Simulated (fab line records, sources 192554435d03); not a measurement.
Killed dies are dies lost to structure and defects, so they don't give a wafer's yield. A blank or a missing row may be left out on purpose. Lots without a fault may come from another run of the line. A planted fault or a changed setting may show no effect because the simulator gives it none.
Chamber matching | flow n5_finfet | N5_BEOL_M2_ALD_98 on ald_sin-01: 4 sister chambers
The step deposits SiO2, target thk 2.5 nm, pulse time 1 s, co reactant pulse time 1 s. 4 wafers are shown with their chamber, then 12 later ones without.

WAFERS WITH THEIR CHAMBER
wafer  | chamber | heater_power_w (W)
L088.6 | 3       | 95
L091.1 | 2       | 84
L091.2 | 0       | 72
L091.3 | 1       | 90

WAFERS WITHOUT THEIR CHAMBER
wafer  | heater_power_w (W)
L091.4 | 93
L091.5 | 71
L091.6 | 84
L095.2 | 85
L095.3 | 72
L095.5 | 93
L092.1 | 72
L092.2 | 83
L092.3 | 91
L092.4 | 90
L092.5 | 73
L092.6 | 96

WHICH CHAMBER EACH WENT THROUGH
wafer  | from the rows above     | in truth
L091.4 | can't be placed: 3 or 1 | 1
L091.5 | 0                       | 0
L091.6 | 2                       | 2
L095.2 | 2                       | 2
L095.3 | 0                       | 0
L095.5 | can't be placed: 3 or 1 | 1
L092.1 | 0                       | 0
L092.2 | 2                       | 2
L092.3 | 1                       | 1
L092.4 | 1                       | 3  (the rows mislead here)
L092.5 | 0                       | 0
L092.6 | 3                       | 3
Placed correctly: 9 of 12. Can't be placed from these rows: 2 (the true chamber is among the candidates in 2). Placed wrongly: 1.
How it was worked out, from the rows above alone: a wafer's distance from a chamber is the root of the sum, over the readings, of the square of ((its reading less the chamber's mean) divided by the reading's scatter). The wafer belongs to the nearest chamber; if the next one is less than 2 further off, it can't be placed. A chamber's mean is the mean of its shown wafers. The scatter: with one shown wafer a chamber, the root of the mean of the squares of how far each hidden wafer lies from its nearest shown one.
